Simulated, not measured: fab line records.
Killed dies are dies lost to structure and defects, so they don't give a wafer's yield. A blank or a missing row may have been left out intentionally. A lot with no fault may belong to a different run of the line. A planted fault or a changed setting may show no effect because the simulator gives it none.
Matching of chambers | flow nand-harc | 4 sister chambers for NHARC_A_STAIRCASE_TRIM_196 on rie-diel-11
The step chemistry O2, time 211.2 s. 8 wafers are shown with their chamber, then 10 later ones without.

## WAFERS PAIRED WITH THEIR CHAMBERS
wafer  | chamber | drypump-motor-current-A (A) | showerhead-plenum-p-Torr (Torr)
L082.1 | 0       | 6.1                         | 3.56
L088.4 | 1       | 5.8                         | 3.56
L088.6 | 0       | 6.1                         | 3.56
L085.1 | 2       | 5.4                         | 3.67
L085.2 | 1       | 5.9                         | 3.56
L085.4 | 3       | 5.5                         | 3.57
L089.1 | 2       | 5.4                         | 3.66
L089.2 | 3       | 5.5                         | 3.57

## WAFERS WHOSE CHAMBER IS MISSING
wafer  | drypump-motor-current-A (A) | showerhead-plenum-p-Torr (Torr)
L089.5 | 6.1                         | 3.55
L091.2 | 5.5                         | 3.57
L091.3 | 5.9                         | 3.56
L091.6 | 5.5                         | 3.57
L093.3 | 6.1                         | 3.55
L093.5 | 6.1                         | 3.55
L093.6 | 5.8                         | 3.55
L096.1 | 5.4                         | 3.66
L096.2 | 5.5                         | 3.56
L096.4 | 6.1                         | 3.55

## WHICH CHAMBER EACH WENT THROUGH
wafer  | from the rows above | in truth
L089.5 | 0                   | 0
L091.2 | 3                   | 3
L091.3 | 1                   | 1
L091.6 | 3                   | 3
L093.3 | 0                   | 0
L093.5 | 0                   | 0
L093.6 | 1                   | 1
L096.1 | 2                   | 2
L096.2 | 3                   | 3
L096.4 | 0                   | 0
Correct placement for 10 of the 10. Not placeable from these rows: 0. Placed wrongly: 0.
How it was worked out, from the rows above alone: a wafer's distance from a chamber is the root of the sum, over the readings, of the square of ((its reading less the chamber's mean) divided by the reading's scatter). The wafer belongs to the nearest chamber; if the next one is less than 2 further off, it can't be placed. A chamber's mean is the mean of its shown wafers. The scatter is the square root of a quotient: the sum, over the shown wafers, of each reading's squared deviation from its chamber's mean, divided by wafers minus chambers.
